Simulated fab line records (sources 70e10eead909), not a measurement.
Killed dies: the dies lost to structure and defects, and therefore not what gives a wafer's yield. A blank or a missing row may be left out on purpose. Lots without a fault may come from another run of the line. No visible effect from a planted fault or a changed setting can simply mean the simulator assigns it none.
Matching of chambers | flow nandHarc | 4 sister chambers for NHARC_A_ZERO_WELL_DESCUM_12 on rieDiel-13
The step chemistry O2, time 3 s. 8 wafers are shown with their chamber, then 7 later ones without.

== EACH WAFER AND ITS CHAMBER ==
wafer  | chamber | showerheadPlenumPTorr (Torr) | oesProductAu (a.u.)
L081.2 | 3       | 1.88                         | 0.986
L081.3 | 0       | 1.93                         | 0.983
L081.5 | 2       | 1.81                         | 1.011
L091.2 | 3       | 1.87                         | 0.994
L091.4 | 0       | 1.93                         | 0.986
L091.6 | 1       | 1.98                         | 1.010
L094.1 | 2       | 1.80                         | 1.004
L094.4 | 1       | 1.98                         | 1.001

== WAFERS MISSING THEIR CHAMBER ==
wafer  | showerheadPlenumPTorr (Torr) | oesProductAu (a.u.)
L094.5 | 1.93                         | 0.987
L096.1 | 1.98                         | 0.993
L096.3 | 1.80                         | 1.008
L096.5 | 1.93                         | 0.998
L097.1 | 1.87                         | 1.000
L097.3 | 1.98                         | 1.001
L097.6 | 1.80                         | 1.018

== EACH ONE'S CHAMBER ==
wafer  | from the rows above | in truth
L094.5 | 0                   | 0
L096.1 | 1                   | 1
L096.3 | 2                   | 2
L096.5 | 0                   | 0
L097.1 | 3                   | 3
L097.3 | 1                   | 1
L097.6 | 2                   | 2
Correct placement for 7 of the 7. Number that these rows cannot place: 0. Wrongly placed: 0.
How it was worked out, from the rows above alone: a wafer's distance from a chamber is the root of the sum, over the readings, of the square of ((its reading less the chamber's mean) divided by the reading's scatter). If the next closest chamber is less than 2 further off than the closest, the wafer can't be placed; otherwise it belongs to the closest. For every chamber, the mean is computed from those of its wafers that are shown. The scatter: take each reading less its chamber's mean, square it, sum over the shown wafers, divide by the number of wafers less the number of chambers, and take the root.
